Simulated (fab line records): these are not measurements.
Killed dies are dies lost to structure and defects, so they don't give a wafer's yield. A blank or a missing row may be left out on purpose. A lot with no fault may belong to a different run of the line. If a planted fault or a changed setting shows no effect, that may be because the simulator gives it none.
Which tool did it? || flow nandHarc || 18 wafers from 6 lots sampled at 4 of the route's 1302 steps

WHAT THE GAUGES SHOWED, per wafer
NHARC_A_M0_CD_MEAS_09: the cd target is 80 nm.
{"lot": "L667", "measured": "day 23 08:50", "on": "cdSem-01", "cdNm (nm)": "81.1 81.4 81.9"}
{"lot": "L670", "measured": "day 24 00:04", "on": "cdSem-02", "cdNm (nm)": "79.9 80.4 80.8"}
{"lot": "L673", "measured": "day 25 00:20", "on": "cdSem-02", "cdNm (nm)": "79.8 80.5 79.7"}
{"lot": "L676", "measured": "day 26 15:28", "on": "cdSem-03", "cdNm (nm)": "80.1 80.8 81.0"}
{"lot": "L679", "measured": "day 27 20:13", "on": "cdSem-01", "cdNm (nm)": "79.6 79.9 80.0"}
{"lot": "L687", "measured": "day 31 01:39", "on": "cdSem-02", "cdNm (nm)": "80.7 80.3 80.3"}

WHAT TOOL EACH LOT RAN ON (gives the tool, then ch and the chambers of the sampled wafers, and finally the start)
{"lot": "L667", "NHARC_A_BLC_DEGAS_30": "pvdSputter-02, day 23 06:41", "NHARC_A_BLC_CVD_24": "cvdW-01 ch 0,1, day 23 08:04 or earlier", "NHARC_A_M0_EXPOSE_06": "arfiScanner-01 ch 0, day 23 08:42"}
{"lot": "L670", "NHARC_A_BLC_DEGAS_30": "pvdSputter-01, day 23 21:55", "NHARC_A_BLC_CVD_24": "cvdW-02 ch 0,1, day 23 23:16 or earlier", "NHARC_A_M0_EXPOSE_06": "arfiScanner-03 ch 0, day 23 23:56"}
{"lot": "L673", "NHARC_A_BLC_DEGAS_30": "pvdSputter-01, day 24 21:59", "NHARC_A_BLC_CVD_24": "cvdW-01 ch 0,1, day 24 23:23 or earlier", "NHARC_A_M0_EXPOSE_06": "arfiScanner-02 ch 0, day 25 00:11"}
{"lot": "L676", "NHARC_A_BLC_DEGAS_30": "pvdSputter-03, day 26 13:19", "NHARC_A_BLC_CVD_24": "cvdW-02 ch 0,1, day 26 14:41 or earlier", "NHARC_A_M0_EXPOSE_06": "arfiScanner-02 ch 0, day 26 15:19"}
{"lot": "L679", "NHARC_A_BLC_DEGAS_30": "pvdSputter-03, day 27 17:52", "NHARC_A_BLC_CVD_24": "cvdW-01 ch 0,1, day 27 19:19 or earlier", "NHARC_A_M0_EXPOSE_06": "arfiScanner-02 ch 0, day 27 20:04"}
{"lot": "L687", "NHARC_A_BLC_DEGAS_30": "pvdSputter-01, day 30 23:00", "NHARC_A_BLC_CVD_24": "cvdW-02 ch 1, day 31 00:44 or earlier", "NHARC_A_M0_EXPOSE_06": "arfiScanner-01 ch 0, day 31 01:31"}
- NHARC_A_BLC_DEGAS_30: time 60 s.
- NHARC_A_BLC_CVD_24: deposits W, target thk 150 nm, time 434 s.
- NHARC_A_M0_EXPOSE_06: exposes mask A M0, target cd 80 nm.

THE ANSWER, worked out from the rows above alone
Rule: usual is defined by the lots themselves. Put in order of their means at a reading, lots are off if they are a third of the lots or fewer, leave a main group of 4 or more, and stand apart from it by a gap of 3 or more times the standard deviation of the main group's means; of several such gaps the widest counts. A main group is skipped when, at the precision printed for the reading in the tables above, its means are all equal. Also off: a lot with no number at a reading for which 4 or more lots have one. The other lots that the step has rows for count as sound.
Across all readings shown, no lot is off: no conclusion can be drawn from this.

WHAT THE SIMULATOR PUT IN
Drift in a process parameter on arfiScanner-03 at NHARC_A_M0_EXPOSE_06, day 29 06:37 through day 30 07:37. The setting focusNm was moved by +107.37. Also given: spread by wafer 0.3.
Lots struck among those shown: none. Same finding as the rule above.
